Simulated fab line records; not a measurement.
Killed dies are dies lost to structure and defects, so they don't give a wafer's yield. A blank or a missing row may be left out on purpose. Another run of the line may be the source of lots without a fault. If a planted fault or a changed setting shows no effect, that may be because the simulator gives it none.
fab line records	flow nand_harc
[record] lots = 14	wafers = 42	last_day = 32
route steps=1302 shown P_GATE@200 P_CONTACT@229
lots that met no fault: taken from a fault-free run of the same line
start_h: hours from the record's opening day to when the first of the lot's shown wafers began	wait_h: hours since the lot's step before	" same as the row above	L1.1+2: one row covering several wafers at once	- either no value or no given start	* or withheld: withheld	< > ~ a bound
route shown NAME@n: names a module that has steps shown in the file, with the first one's number in the route	usual: mean/standard deviation taken from wafers without a fault	same: alike in all rows	chamber/n: place in a boat	sites: per-site readings	_std_site: the values' standard deviation	_edge_site: outer sites' mean less inner sites'	radius_mm: how far each site lies from the wafer's centre	mask NAME#n: copy n	behind: the last tool/chamber to shape the wafer	hold: the reason the lot was held/the length of the hold in hours/how it ended	device: transistor that didn't switch, given as n, p or np	end of line: tests run on the same wafers once the route is complete	a step given without rows: its recipe and nothing more	killed: count of dies lost to structure and defects at first sort (not the wafer's yield)	map: the dies of a wafer, with x for killed, . for not killed, _ for no die there
set.NAME: setting as actually run; set.NAME@STEP: the setting as run at that earlier step	model.NAME: the simulator's own value behind a step, which no gauge read
route steps across a sampled set of lots; one table per step, one row per wafer
services: when a tool's chamber went out of use (start_h, in hours from the record's first day, below 0 if earlier), for how many hours, and the reason
[[steps]]
[step NHARC_P_GATE_CD_MEAS_91]
[recipe] target_cd_nm = 2000	landing_energy_ev = 500
[usual] cd_nm = 2000.0/1.8
lot.wafer	tool	chamber	start_h	wait_h	cd_nm
L560.2	cd_sem-03	0	93.61	-	2001.1
L560.3	"	0	"	"	2004.0
L560.6	"	0	"	"	2000.7
L561.3	cd_sem-03	0	97.71	-	1999.8
L561.5	"	0	"	"	1998.9
L561.6	"	0	"	"	1999.7
L562.2	cd_sem-01	0	106.92	-	2001.2
L562.4	"	0	"	"	2000.5
L562.5	"	0	"	"	1999.5
L563.3	cd_sem-03	0	127.90	-	1998.2
L563.4	"	0	"	"	2002.0
L563.5	"	0	"	"	2001.7
L564.1	cd_sem-01	0	128.58	-	1998.2
L564.4	"	0	"	"	2000.9
L564.6	"	0	"	"	2001.9
L565.2	cd_sem-01	0	134.68	-	2001.8
L565.3	"	0	"	"	2001.9
L565.6	"	0	"	"	2002.5
L566.1	cd_sem-01	0	151.42	-	2002.2
L566.3	"	0	"	"	2001.2
L566.5	"	0	"	"	1999.9
L567.1	cd_sem-01	0	164.66	-	1999.1
L567.4	"	0	"	"	2000.4
L567.6	"	0	"	"	2001.2
L570.1	cd_sem-02	0	192.31	-	1996.2
L570.2	"	0	"	"	1998.3
L570.4	"	0	"	"	1997.6
L571.1	cd_sem-03	0	196.19	-	2003.4
L571.3	"	0	"	"	2001.7
L571.6	"	0	"	"	2001.2
L580.4	cd_sem-03	0	286.14	-	1999.0
L580.5	"	0	"	"	1994.3
L580.6	"	0	"	"	1997.6
L581.2	cd_sem-02	0	304.09	-	1997.2
L581.4	"	0	"	"	1997.9
L581.5	"	0	"	"	1999.5
L582.1	cd_sem-01	0	308.99	-	1997.5
L582.2	"	0	"	"	1998.6
L582.4	"	0	"	"	1998.2
L583.1	cd_sem-03	0	316.00	-	2001.0
L583.2	"	0	"	"	2002.7
L583.3	"	0	"	"	2002.1
[step NHARC_P_GATE_RTA_80]
[recipe] temp_c = 300	time_s = 30
[usual] lamp_power_pct = 2.29/0.037	wafer_temp_C_max = 301.6/0.4
lot.wafer	tool	chamber	start_h	wait_h	lamp_power_pct	wafer_temp_C_max
L560.2	rtp_anneal-01	0	96.05	-	2.28	301.4
L560.3	"	0	"	"	2.27	302.2
L560.6	"	0	"	"	2.27	302.2
L561.3	rtp_anneal-01	0	100.16	-	2.27	301.3
L561.5	"	0	"	"	2.27	301.6
L561.6	"	0	"	"	2.27	302.3
L562.2	rtp_anneal-02	0	109.38	-	2.35	300.9
L562.4	"	0	"	"	2.35	300.6
L562.5	"	0	"	"	2.35	301.2
L564.1	rtp_anneal-02	0	131.54	-	2.35	301.5
L564.4	"	0	"	"	2.35	301.8
L564.6	"	0	"	"	2.35	301.0
L565.2	rtp_anneal-02	0	137.11	-	2.35	301.4
L565.3	"	0	"	"	2.36	301.6
L565.6	"	0	"	"	2.35	301.8
L563.3	rtp_anneal-01	0	148.96	-	2.27	301.4
L563.4	"	0	"	"	2.27	301.1
L563.5	"	0	"	"	2.27	301.5
L566.1	rtp_anneal-01	0	153.87	-	2.27	301.6
L566.3	"	0	"	"	2.27	301.7
L566.5	"	0	"	"	2.27	302.3
L567.1	rtp_anneal-02	0	167.08	-	2.35	301.4
L567.4	"	0	"	"	2.35	301.3
L567.6	"	0	"	"	2.35	300.9
L570.1	rtp_anneal-01	0	194.82	-	2.27	301.4
L570.2	"	0	"	"	2.27	302.4
L570.4	"	0	"	"	2.27	301.1
L571.1	rtp_anneal-02	0	198.61	-	2.36	301.2
L571.3	"	0	"	"	2.36	301.5
L571.6	"	0	"	"	2.35	301.3
L580.4	rtp_anneal-01	0	288.78	-	2.27	301.7
L580.5	"	0	"	"	2.27	301.9
L580.6	"	0	"	"	2.27	302.2
L581.2	rtp_anneal-02	0	306.51	-	2.35	301.6
L581.4	"	0	"	"	2.35	301.1
L581.5	"	0	"	"	2.35	301.2
L582.1	rtp_anneal-01	0	311.55	-	2.28	301.4
L582.2	"	0	"	"	2.27	302.0
L582.4	"	0	"	"	2.28	301.4
L583.1	rtp_anneal-01	0	318.41	-	2.28	302.3
L583.2	"	0	"	"	2.27	302.0
L583.3	"	0	"	"	2.28	302.3
[step NHARC_P_CONTACT_EXPOSE_09]
[recipe] na = 1.35	target_cd_nm = 90	dose_mj = 81.26	mask_id = P_CA
[usual] exposure_dose_mJ_cm2 = 81.25/0.076
lot.wafer	tool	chamber	start_h	wait_h	mask	exposure_dose_mJ_cm2
L560.2	arfi_scanner-01	0	98.16	-	P_CA#0	81.27
L560.3	"	0	"	"	P_CA#0	81.23
L560.6	"	0	"	"	P_CA#0	81.24
L561.3	arfi_scanner-03	0	102.25	-	P_CA#0	81.18
L561.5	"	0	"	"	P_CA#0	81.09
L561.6	"	0	"	"	P_CA#0	81.23
L562.2	arfi_scanner-03	0	111.52	-	P_CA#0	81.19
L562.4	"	0	"	"	P_CA#0	81.17
L562.5	"	0	"	"	P_CA#0	81.29
L564.1	arfi_scanner-03	0	133.53	-	P_CA#0	81.36
L564.4	"	0	"	"	P_CA#0	81.24
L564.6	"	0	"	"	P_CA#0	81.38
L565.2	arfi_scanner-02	0	139.21	-	P_CA#0	81.24
L565.3	"	0	"	"	P_CA#0	81.19
L565.6	"	0	"	"	P_CA#0	81.26
L563.3	arfi_scanner-03	0	151.03	-	P_CA#0	81.35
L563.4	"	0	"	"	P_CA#0	81.26
L563.5	"	0	"	"	P_CA#0	81.35
L566.1	arfi_scanner-01	0	155.99	-	P_CA#0	81.15
L566.3	"	0	"	"	P_CA#0	81.28
L566.5	"	0	"	"	P_CA#0	81.22
L567.1	arfi_scanner-03	0	169.20	-	P_CA#0	81.15
L567.4	"	0	"	"	P_CA#0	81.19
L567.6	"	0	"	"	P_CA#0	81.32
L570.1	arfi_scanner-02	0	196.82	-	P_CA#0	81.27
L570.2	"	0	"	"	P_CA#0	81.19
L570.4	"	0	"	"	P_CA#0	81.27
L571.1	arfi_scanner-01	0	200.73	-	P_CA#0	81.37
L571.3	"	0	"	"	P_CA#0	81.28
L571.6	"	0	"	"	P_CA#0	81.32
L580.4	arfi_scanner-03	0	290.84	-	P_CA#0	81.18
L580.5	"	0	"	"	P_CA#0	81.33
L580.6	"	0	"	"	P_CA#0	81.32
L581.2	arfi_scanner-03	0	308.61	-	P_CA#0	128.58
L581.4	"	0	"	"	P_CA#0	128.58
L581.5	"	0	"	"	P_CA#0	128.52
L582.1	arfi_scanner-03	0	313.88	-	P_CA#0	120.49
L582.2	"	0	"	"	P_CA#0	120.50
L582.4	"	0	"	"	P_CA#0	120.57
L583.1	arfi_scanner-01	0	320.53	-	P_CA#0	81.19
L583.2	"	0	"	"	P_CA#0	81.30
L583.3	"	0	"	"	P_CA#0	81.27
[step NHARC_P_CONTACT_CD_MEAS_12]
[recipe] target_cd_nm = 90	landing_energy_ev = 500
[usual] cd_nm = 90.1/0.62
lot.wafer	tool	chamber	start_h	wait_h	cd_nm
L560.2	cd_sem-03	0	98.29	-	89.7
L560.3	"	0	"	"	89.5
L560.6	"	0	"	"	90.1
L561.3	cd_sem-02	0	102.39	-	89.1
L561.5	"	0	"	"	90.1
L561.6	"	0	"	"	89.9
L562.2	cd_sem-03	0	111.66	-	90.8
L562.4	"	0	"	"	91.1
L562.5	"	0	"	"	90.9
L564.1	cd_sem-03	0	133.67	-	90.3
L564.4	"	0	"	"	90.2
L564.6	"	0	"	"	90.4
L565.2	cd_sem-01	0	139.35	-	90.1
L565.3	"	0	"	"	90.4
L565.6	"	0	"	"	90.6
L563.3	cd_sem-02	0	151.17	-	90.7
L563.4	"	0	"	"	90.7
L563.5	"	0	"	"	90.8
L566.1	cd_sem-01	0	156.14	-	91.0
L566.3	"	0	"	"	89.8
L566.5	"	0	"	"	89.6
L567.1	cd_sem-01	0	169.35	-	90.1
L567.4	"	0	"	"	90.8
L567.6	"	0	"	"	90.1
L570.1	cd_sem-02	0	196.96	-	90.3
L570.2	"	0	"	"	89.6
L570.4	"	0	"	"	89.0
L571.1	cd_sem-02	0	200.87	-	90.4
L571.3	"	0	"	"	90.6
L571.6	"	0	"	"	90.8
L580.4	cd_sem-02	0	290.98	-	90.2
L580.5	"	0	"	"	90.7
L580.6	"	0	"	"	90.4
L581.2	cd_sem-01	0	308.75	-	118.3
L581.4	"	0	"	"	118.3
L581.5	"	0	"	"	118.9
L582.1	cd_sem-03	0	314.01	-	113.0
L582.2	"	0	"	"	113.8
L582.4	"	0	"	"	113.1
L583.1	cd_sem-03	0	320.66	-	89.4
L583.2	"	0	"	"	89.4
L583.3	"	0	"	"	89.2
[step NHARC_P_CONTACT_ETCH_31]
[recipe] target_depth_a = 300	time_s = 85.7	ion_energy_ev = 120	over_etch_frac = 1	ch3f_flow_sccm = 50	o2_flow_sccm = 30	ar_flow_sccm = 200	rf_w = 500	bias_w = 100	chemistry = CH3F/O2
[usual] drypump_motor_current_A = 5.5/0.48	mfc_ar_sccm = 200.0/0.61	oes_product_au = 0.975/0.016	rf_vpp_V = 243.6/1.8	showerhead_plenum_p_Torr = 2.42/0.11	throttle_valve_pct = 20.664/0.0097
lot.wafer	tool	chamber	start_h	wait_h	drypump_motor_current_A	mfc_ar_sccm	oes_product_au	rf_hours_counter_h	rf_vpp_V	showerhead_plenum_p_Torr	throttle_valve_pct
L560.2	rie_diel-11	2	-	-	4.7	199.9	0.969	0.8	240.2	2.30	20.662
L560.3	"	3	"	"	4.7	201.1	0.968	0.9	241.1	2.30	20.672
L560.6	"	1	"	"	5.8	199.3	0.981	-	245.7	2.53	20.676
L561.3	rie_diel-11	2	-	-	4.7	199.7	0.973	1.3	242.7	2.30	20.667
L561.5	"	3	"	"	4.7	199.8	0.982	-	242.0	2.30	20.664
L561.6	"	2	"	"	4.7	199.1	0.970	-	242.5	2.30	20.642
L562.2	rie_diel-11	0	-	-	5.4	200.0	0.951	2.0	245.7	2.61	20.662
L562.4	"	2	"	"	4.7	199.7	0.953	-	242.2	2.30	20.654
L562.5	"	3	"	"	4.7	200.7	0.959	-	242.5	2.30	20.661
L564.1	rie_diel-11	3	-	-	4.7	199.8	0.972	2.7	241.7	2.30	20.656
L564.4	"	1	"	"	5.8	199.6	0.972	1.4	244.8	2.53	20.660
L564.6	"	3	"	"	4.7	200.2	0.965	-	242.2	2.30	20.656
L565.2	rie_diel-11	2	-	-	4.7	199.9	0.961	3.0	241.2	2.30	20.662
L565.3	"	3	"	"	4.7	200.1	0.961	3.1	242.7	2.30	20.656
L565.6	"	0	"	"	5.4	200.7	0.950	-	247.5	2.61	20.664
L563.4	rie_diel-13	2	-	-	6.1	200.6	0.992	0.3	245.3	2.54	20.666
L563.3	"	0	"	"	5.8	199.4	0.980	0.3	243.0	2.36	20.666
L563.5	"	3	"	"	5.2	200.3	0.981	-	241.3	2.35	20.663
L566.3	rie_diel-06	3	-	-	5.2	200.8	0.989	1.2	242.2	2.33	20.666
L566.1	"	0	"	"	5.5	198.9	0.967	1.4	244.1	2.39	20.660
L566.5	"	0	"	"	5.5	199.7	0.972	-	243.6	2.39	20.673
L567.4	rie_diel-11	3	-	-	4.7	199.5	0.969	4.0	242.0	2.30	20.664
L567.1	"	0	"	"	5.4	200.3	0.975	4.0	246.0	2.61	20.674
L567.6	"	2	"	"	4.7	199.8	0.961	-	241.4	2.30	20.681
L570.4	rie_diel-13	1	-	-	6.3	199.8	0.993	2.1	240.9	2.33	20.678
L570.1	"	2	"	"	6.1	200.5	0.993	1.8	245.2	2.54	20.668
L570.2	"	3	"	"	5.1	200.0	0.960	1.6	243.3	2.35	20.661
L571.3	rie_diel-13	2	-	-	6.1	199.1	0.958	2.2	246.2	2.54	20.667
L571.1	"	3	"	"	5.2	199.5	0.960	2.0	243.5	2.35	20.668
L571.6	"	2	"	"	6.2	199.6	0.971	-	245.7	2.54	20.671
L580.4	rie_diel-13	2	-	-	6.1	200.0	1.008	4.8	245.2	2.54	20.651
L580.5	"	3	"	"	5.2	199.5	0.980	-	243.6	2.35	20.672
L580.6	"	0	"	"	5.9	199.7	0.978	-	244.1	2.35	20.666
L581.2	rie_diel-13	1	-	-	6.3	200.4	0.966	5.1	241.6	2.33	20.655
L581.4	"	0	"	"	5.8	199.2	0.997	5.3	241.2	2.35	20.627
L581.5	"	1	"	"	6.3	200.5	0.970	-	242.0	2.33	20.652
L582.2	rie_diel-11	1	-	-	5.8	199.3	0.953	2.0	245.1	2.53	20.668
L582.4	"	2	"	"	4.7	200.3	0.948	1.8	242.8	2.30	20.653
L582.1	"	3	"	"	4.7	200.6	0.947	1.6	242.7	2.30	20.649
L583.3	rie_diel-06	0	-	-	5.5	198.8	0.950	1.2	242.1	2.39	20.650
L583.2	"	1	"	"	5.8	199.7	0.969	1.5	244.4	2.46	20.645
L583.1	"	2	"	"	5.9	200.3	0.975	1.3	245.6	2.58	20.671
[step NHARC_P_CONTACT_CD_MEAS_19]
[usual] cd_nm = 89.7/1.6
lot.wafer	tool	chamber	start_h	wait_h	cd_nm
L560.2	cd_sem-01	-	99.35	-	88.5
L560.3	"	-	"	"	89.7
L560.6	"	-	"	"	90.3
L561.3	cd_sem-01	-	103.61	-	87.0
L561.5	"	-	"	"	90.2
L561.6	"	-	"	"	88.0
L562.2	cd_sem-02	-	113.32	-	89.5
L562.4	"	-	"	"	88.8
L562.5	"	-	"	"	92.0
L564.1	cd_sem-02	-	134.73	-	90.1
L564.4	"	-	"	"	89.3
L564.6	"	-	"	"	92.6
L565.2	cd_sem-01	-	140.42	-	88.7
L565.3	"	-	"	"	92.7
L565.6	"	-	"	"	90.1
L563.3	cd_sem-02	-	152.23	-	91.4
L563.4	"	-	"	"	91.3
L563.5	"	-	"	"	90.7
L566.1	cd_sem-01	-	157.19	-	90.8
L566.3	"	-	"	"	89.4
L566.5	"	-	"	"	89.0
L567.1	cd_sem-02	-	170.41	-	88.6
L567.4	"	-	"	"	92.0
L567.6	"	-	"	"	89.1
L570.1	cd_sem-03	-	198.02	-	91.2
L570.2	"	-	"	"	90.0
L570.4	"	-	"	"	88.8
L571.1	cd_sem-03	-	201.93	-	90.9
L571.3	"	-	"	"	91.8
L571.6	"	-	"	"	92.0
L580.4	cd_sem-03	-	292.03	-	91.0
L580.5	"	-	"	"	93.7
L580.6	"	-	"	"	90.5
L581.2	cd_sem-02	-	309.81	-	117.2
L581.4	"	-	"	"	116.2
L581.5	"	-	"	"	118.7
L582.1	cd_sem-03	-	315.07	-	113.2
L582.2	"	-	"	"	112.6
L582.4	"	-	"	"	111.6
L583.1	cd_sem-01	-	321.72	-	90.9
L583.2	"	-	"	"	87.8
L583.3	"	-	"	"	85.4
[[services]]
tool	chamber	start_h	hours	kind
rie_diel-13	0	79.17	17.7	repair
arfi_scanner-03	-	85.82	2.6	repair
arfi_scanner-02	-	95.57	0.9	repair
rie_diel-11	1	102.09	15.4	repair
rie_diel-06	-	106.21	9.0	pm
rie_diel-13	2	115.05	26.7	repair
arfi_scanner-02	-	116.00	4.0	pm
arfi_scanner-03	-	124.50	8.5	repair
rie_diel-13	1	134.60	12.6	repair
rie_diel-13	0	135.15	6.4	repair
arfi_scanner-03	-	136.49	0.2	repair
rie_diel-13	-	141.24	9.0	pm
arfi_scanner-01	-	166.44	0.7	repair
arfi_scanner-03	-	172.00	4.0	pm
arfi_scanner-01	-	174.19	1.8	repair
rie_diel-13	3	184.41	8.0	repair
arfi_scanner-01	-	215.86	0.9	repair
rie_diel-13	3	223.34	2.5	repair
arfi_scanner-01	-	228.00	4.0	pm
rie_diel-11	-	231.50	9.0	pm
rie_diel-11	2	256.34	10.3	repair
rie_diel-11	-	296.29	0.6	repair
arfi_scanner-03	-	298.22	1.9	repair
rie_diel-13	-	318.24	9.0	pm
[[key]]
[first_sign] step = NHARC_P_CONTACT_EXPOSE_09	reading = exposure_dose_mJ_cm2	direction = up	sigmas = 99+	usual = 81.25	struck = 124.54
[effect] step = NHARC_P_CONTACT_CD_MEAS_12	reading = cd_nm	direction = up	sigmas = 42	usual = 90.1	struck = 115.9	through = control_loop
[effect] step = NHARC_P_CONTACT_CD_MEAS_19	reading = cd_nm	direction = up	sigmas = 16	usual = 89.7	struck = 114.9	through = control_loop
met_at NHARC_P_CONTACT_EXPOSE_09
struck_lots L581,L582
later_rows_left_out L581.2,L581.4,L581.5,L582.1,L582.2,L582.4
sort_left_out L581.2,L581.4,L581.5,L582.1,L582.2,L582.4
tester_left_out L581,L582
[loop_trim] step = NHARC_P_CONTACT_EXPOSE_09	setting = dose	lots = L582
not_acting_at NHARC_P_GATE_CD_MEAS_91,NHARC_P_GATE_RTA_80,NHARC_P_CONTACT_ETCH_31
onset_between 290.84 308.61
[fault] kind = process_parameter_drift	tool = arfi_scanner-03	chamber = -	onset_h = 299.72	steps = NHARC_P_CONTACT_EXPOSE_09	channel = dose_mj	offset = 47.428	shape = step	acts_in = these_recipes_only	stated = 81.26
// tester_left_out: of these lots the tester's yield and bins aren't shown, on N5 and GAA mostly nor the transistor test; their killed dies are dies lost to structure and defects alone, not to doping, threshold or leakage, so they don't give the yield
// sort_left_out: the simulated sort isn't trusted on such a fault, so these wafers' sort isn't shown, and their yield isn't known
// later_rows_left_out: the simulator's readings of these wafers behind a module that went badly wrong aren't trusted and aren't shown, but for the sort
// loop_trim: a control loop set the setting to another value than it would have without faults
